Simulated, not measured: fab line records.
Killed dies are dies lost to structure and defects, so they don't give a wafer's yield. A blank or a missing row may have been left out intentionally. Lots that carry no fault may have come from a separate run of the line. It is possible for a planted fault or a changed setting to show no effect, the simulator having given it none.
A single fault, viewed from 3 desks / flow nandHarc / each desk holds nothing but its own numbers, with what lay behind them at the end

== THE DEFECT DESK ==
What the inspections along the route counted, lot by lot: means of the sampled wafers that have a number. If a lot's mean is further than 4 standard deviations from the usual mean, the lot is out of limits and carries the mark OUT (the distance appears in the brackets).
Columns: A = rawDefectCount at NHARC_P_BONDPAD_INSPECT_23, usual 378
lot=L164; first seen here=day 6 21:25; A=227
lot=L165; first seen here=day 6 22:22; A=417
lot=L168; first seen here=day 7 21:51; A=368
lot=L171; first seen here=day 8 18:51; A=559
lot=L177; first seen here=day 9 19:14; A=347
lot=L179; first seen here=day 10 14:08; A=244
lot=L178; first seen here=day 10 14:45; A=259
lot=L181; first seen here=day 10 22:32; A=359
lot=L182; first seen here=day 10 23:08; A=400
lot=L183; first seen here=day 11 11:45; A=362
lot=L184; first seen here=day 11 13:25; A=386
lot=L186; first seen here=day 11 21:07; A=319
lot=L185; first seen here=day 11 21:37; A=445
This desk's verdict: no lot among the 13 shows anything out of limits.

== AT THE TOOL OWNER'S DESK: pecvdOnon-01 ==
The tool's own readings at NHARC_A_ONON_D1_DEP_03 (target thk 1000 nm): means of the sampled wafers that have a number, for each lot that ran on this tool. If a lot's mean is further than 4 standard deviations from the usual mean, the lot is out of limits and carries the mark OUT (the distance appears in the brackets).
Columns: A = nh3FlowSccm at NHARC_A_ONON_D1_DEP_03, usual 500.0 sccm; B = sih4FlowSccm at NHARC_A_ONON_D1_DEP_03, usual 210.0 sccm; C = susceptorTempC at NHARC_A_ONON_D1_DEP_03, usual 400.06 C
lot=L165; first seen here=day 7 21:53; A=498.5; B=210.3; C=400.03
lot=L168; first seen here=day 8 21:20; A=501.0; B=209.3; C=400.27
lot=L171; first seen here=day 9 16:53; A=499.2; B=210.4; C=400.11
lot=L183; first seen here=day 12 11:36; A=501.7; B=209.7; C=400.19
This desk's verdict: no lot among the 4 shows anything out of limits.

== FROM THE METROLOGY DESK ==
Lot by lot, what the gauges showed, no matter which tool ran the lot: averages of those sampled wafers that carry a number. If a lot's mean is further than 4 standard deviations from the usual mean, the lot is out of limits and carries the mark OUT (the distance appears in the brackets).
Columns: A = thkNm at NHARC_A_ONON_D1_THK_MEAS_05, usual 997 nm; B = thkNm at NHARC_A_ONON_D1_THK_MEAS_11, usual 1000 nm; C = thkNm at NHARC_A_ONON_D1_THK_MEAS_18, usual 1000 nm
lot=L164; first seen here=day 7 22:08; A=1010; B=999; C=995
lot=L165; first seen here=day 7 22:21; A=984; B=1007; C=1006
lot=L168; first seen here=day 8 21:50; A=1562 (+56) OUT; B=-; C=-
lot=L171; first seen here=day 9 17:20; A=1560 (+56) OUT; B=-; C=-
lot=L177; first seen here=day 10 17:33; A=994; B=1001; C=993
lot=L178; first seen here=day 11 14:54; A=999; B=999; C=995
lot=L179; first seen here=day 11 14:56; A=995; B=1007; C=1011
lot=L182; first seen here=day 11 21:57; A=987; B=1005; C=991
lot=L181; first seen here=day 11 21:58; A=1000; B=995; C=996
lot=L184; first seen here=day 12 12:02; A=993; B=1011; C=1016
lot=L183; first seen here=day 12 12:03; A=995; B=999; C=993
lot=L186; first seen here=day 12 21:58; A=1009; B=989; C=997
lot=L185; first seen here=day 12 21:59; A=985; B=997; C=997
Finding of this desk: L168, L171 out of limits; the first was L168 at day 8 21:50, on thkNm at NHARC_A_ONON_D1_THK_MEAS_05. L164, L165, L177, L178, L179, L182, L181, L184, L183, L186, L185: within limits.

== BROUGHT TOGETHER ==
An alarm was possible from the metrology desk at day 8 21:50, on L168, L171.
Nothing out of limits was seen by the defect desk.
The tool owner's desk saw nothing out of limits.
The defect desk has L168, L171 on record, within its limits.
Tool owner's desk: L168, L171 on record, inside its limits.
All the named lots went through NHARC_A_ONON_D1_DEP_03 on pecvdOnon-01.

== WHAT THE SIMULATOR HAD PUT IN ==
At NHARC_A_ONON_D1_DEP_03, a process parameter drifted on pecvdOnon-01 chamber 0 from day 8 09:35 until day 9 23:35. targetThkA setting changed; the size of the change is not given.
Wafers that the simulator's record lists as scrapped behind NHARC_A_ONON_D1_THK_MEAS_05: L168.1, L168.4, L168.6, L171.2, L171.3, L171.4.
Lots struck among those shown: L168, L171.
Per desk, hours elapsed from the start of the fault to the first reading out of limits: for the metrology desk, 12.
